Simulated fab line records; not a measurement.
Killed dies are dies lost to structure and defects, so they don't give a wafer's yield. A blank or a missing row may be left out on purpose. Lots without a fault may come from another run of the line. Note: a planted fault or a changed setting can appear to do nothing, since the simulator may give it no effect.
Split-lot experiment	flow n5Finfet	route with 1938 steps; 7 lots, 21 wafers read

## ON THE SPLIT
At N5_BEOL_M9_ETCH_66 (etches SOC in N2/H2, target depth 80 nm, overetch 16 nm, time 120 s), the setting biasW was moved away from the recipe's 150 W on 6 of the 21 wafers read, by +7.6% to +12.6%. All remaining wafers had this setting at the recipe value.

Reading taken at the split's own step.

## THE READING
rfVppV, in V, at N5_BEOL_M9_ETCH_66 (etches SOC in N2/H2, target depth 80 nm, overetch 16 nm, time 120 s). Typical for fault-free wafers on this fab line: 524 V, with standard deviation 3 V.

wafer	tool, chamber at the split	biasW as run, W	against the recipe	rfVppV, V	against lot-mates on the recipe
L076.1	rieDiel-06, 3	167.4	+11.6%	561	no lot-mate on the recipe
L076.2	rieDiel-06, 2	167.4	+11.6%	566	no lot-mate on the recipe
L076.6	rieDiel-06, 2	167.4	+11.6%	566	no lot-mate on the recipe
L081.2	rieDiel-01, 1	168.9	+12.6%	564	+43
L081.5	rieDiel-01, 2	168.9	+12.6%	567	+46
L081.6	rieDiel-01, 1	150	recipe	521	-
L086.3	rieDiel-04, 2	150	recipe	524	-
L086.4	rieDiel-04, 2	150	recipe	525	-
L086.5	rieDiel-04, 0	161.4	+7.6%	552	+28
L089.2	rieDiel-01, 1	150	recipe	522	-
L089.3	rieDiel-01, 3	150	recipe	523	-
L089.4	rieDiel-01, 2	150	recipe	528	-
L091.3	rieDiel-06, 2	150	recipe	528	-
L091.4	rieDiel-06, 0	150	recipe	525	-
L091.5	rieDiel-06, 3	150	recipe	524	-
L095.2	rieDiel-06, 2	150	recipe	528	-
L095.4	rieDiel-06, 1	150	recipe	518	-
L095.6	rieDiel-06, 1	150	recipe	516	-
L097.1	rieDiel-01, 1	150	recipe	523	-
L097.3	rieDiel-01, 3	150	recipe	521	-
L097.6	rieDiel-01, 1	150	recipe	523	-

THE FIT
A straight line over all 21 wafers: rfVppV changes by +3.48 V for each +1% of biasW; r = +0.99; the points scatter about the line by 3.2 V.
The same after taking each lot's own level away (the mean of its wafers on the recipe; 18 wafers): +3.54 V for each +1%; r = +0.99; scatter 2.7 V.
That fit puts the effect of the largest move of biasW on the reading at 45 V.
Across the lots, their own levels run from 520.7 to 525.7 V, a range of 1.7 times the standard deviation given above.
Consequently the slope shifts little with the lot-to-lot level, the two slopes agreeing.
Check: +45.9 V against its lot-mates is what the line predicts for one of the wafers moved furthest among these (+12.6%) when that wafer is left out of the fit. Against them it came out at +43 V.
Tool readings at the split's step, against how far the setting was moved: rfVppV r = +0.99.

## OTHER SPLITS ON THESE WAFERS
Before the reading, these wafers also passed through other splits. Each is held against what the fit with the lots' levels taken away leaves over:
other split on the same wafers	wafers away from the commonest value	r with rfVppV (lot level and that fit taken away)
N5_BEOL_M4_TRENCH_ETCH_37 sourceW	8	+0.03
N5_BEOL_M5_ETCH_72 biasW	10	+0.26
N5_BEOL_M5_COAT_22 spinRpm	7	-0.02
N5_BEOL_M8_EXPOSE_08 doseMj	9	+0.12
N5_BEOL_M8_ETCH_61 biasW	6	+0.04
N5_BEOL_M8_COAT_22 spinRpm	7	+0.00
N5_BEOL_M9_COAT_22 spinRpm	5	+0.32

## THE FILE'S OWN FIT
rfVppV changes by +3.54 V for each +1% of biasW, r = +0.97.
